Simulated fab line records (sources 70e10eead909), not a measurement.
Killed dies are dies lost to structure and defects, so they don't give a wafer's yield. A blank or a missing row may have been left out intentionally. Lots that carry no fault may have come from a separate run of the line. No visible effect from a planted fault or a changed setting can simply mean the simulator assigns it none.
Comparing a struck lot with a sound one | flow nand harc | 13 steps out of a route of 1302
Sound: wafers L875.1, L875.2, L875.5. Struck: wafers L868.1, L868.2, L868.5. The cause is named last.
At each step with rows: each side's tool, then ch and its chambers, then its first start. Under that, the readings that differ: sound wafers | struck wafers | difference of the means | sigmas: that difference in standard deviations of wafers without a fault.
alike: same words and numbers on both sides, and readings whose means sit less than 2 such deviations apart. not compared: any withheld reading, any reading some wafer has no value for, any bound like >300 that may hide the same value, and any number with overlapping values for which the record gives no deviation.
The two part at a step that has a row with sigmas, a row that says differs or no value, or rows on one side only. Non-overlapping numbers with no deviation appear without sigmas and do not part them. Lack of a reading on every wafer of one side parts them only where that side has two or more wafers.

NHARC_A_STAIRCASE_ETCH_203: etches the open film in C4F8/O2, target depth 100 nm, time 40.5 s.
  sound on rie diel-04 ch 0,1,3; struck on rie diel-04 ch 0,2
  alike: oes product au, rf vpp V
  not compared: rf hours counter h
NHARC_A_STAIRCASE_STRIP_205: strips in O2.
  sound on plasma asher-01 ch 0,1, day 21 00:08; struck on plasma asher-01 ch 0,1, day 18 13:47
  alike: drypump motor current A, heater power w
  not compared: rf hours counter h
then, 9 steps without rows for these wafers: NHARC_A_STAIRCASE_STRIP_206 (strips in SPM, time 900 s); NHARC_A_STAIRCASE_PRECLEAN_207 (cleans in SC1); NHARC_A_STAIRCASE_SRD_208; NHARC_A_STAIRCASE_DEHYDRATE_209 (time 120 s); NHARC_A_STAIRCASE_HMDS_210 (time 30 s); NHARC_A_STAIRCASE_COAT_211; NHARC_A_STAIRCASE_SOFTBAKE_212 (time 170 s); NHARC_A_STAIRCASE_EBR_213; NHARC_A_STAIRCASE_EXPOSE_214 (exposes mask STAIR 3).
NHARC_A_STAIRCASE_PEB_215: peb time 130 s.
  sound on litho track-03 ch 0, day 21 01:20; struck on litho track-03, day 18 14:59
  no value came back on the struck wafers for chill plate temp C (C), exhaust pa (Pa), peb time s (s); on the sound wafers chill plate temp C (C) reads 22.98 23.07 23.01
then, 1 step without rows for these wafers: NHARC_A_STAIRCASE_DEVELOP_216 (time 140 s).

## WHERE THEY PART
At NHARC_A_STAIRCASE_PEB_215 and nowhere else, as far as this record goes.

WHY: what the simulator had put in
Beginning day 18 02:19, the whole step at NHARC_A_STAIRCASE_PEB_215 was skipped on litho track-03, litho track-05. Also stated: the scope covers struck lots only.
